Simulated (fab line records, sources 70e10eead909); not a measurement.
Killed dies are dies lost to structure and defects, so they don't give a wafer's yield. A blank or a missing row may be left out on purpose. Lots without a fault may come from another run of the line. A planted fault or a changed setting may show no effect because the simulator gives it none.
One fault seen from 2 desks | flow nand_harc | each desk has only its own numbers; what lay behind them comes last

THE TOOL OWNER'S DESK: ecd_cu-02
The tool's own readings at NHARC_P_M0_ECD_22 (material Cu, target thk 400 nm): means of the sampled wafers that have a number, for each lot that ran on this tool. A lot is out of limits, marked OUT, if its mean lies more than 4 standard deviations from the usual mean; the brackets give that distance.
Columns: A = bath_temp_c at NHARC_P_M0_ECD_22, usual 24.99 C
lot  | first seen here | A
L744 | day 6 14:46     | 25.01
L746 | day 6 21:08     | 25.06
L749 | day 8 02:16     | 24.92
L750 | day 8 02:50     | 24.96
L764 | day 11 19:43    | 25.07
This desk's finding: nothing out of limits on any of the 5 lots.

THE DEFECT DESK
What the inspections along the route counted, lot by lot: means of the sampled wafers that have a number. A lot is out of limits, marked OUT, if its mean lies more than 4 standard deviations from the usual mean; the brackets give that distance.
Columns: A = raw_defect_count at NHARC_P_M0_INSPECT_11, usual 4.2
lot  | first seen here | A
L744 | day 6 13:14     | 6.3
L746 | day 6 19:44     | 8.7
L749 | day 8 00:42     | 7.3
L750 | day 8 01:16     | 2.0
L756 | day 9 03:50     | 2.0
L754 | day 9 11:08     | 3.3
L757 | day 9 20:10     | 1.0
L762 | day 11 00:59    | 5.7
L763 | day 11 01:34    | 4.3
L764 | day 11 18:23    | 9.7
This desk's finding: nothing out of limits on any of the 10 lots.

PUT TOGETHER
The tool owner's desk saw nothing out of limits.
The defect desk saw nothing out of limits.

WHAT THE SIMULATOR HAD PUT IN
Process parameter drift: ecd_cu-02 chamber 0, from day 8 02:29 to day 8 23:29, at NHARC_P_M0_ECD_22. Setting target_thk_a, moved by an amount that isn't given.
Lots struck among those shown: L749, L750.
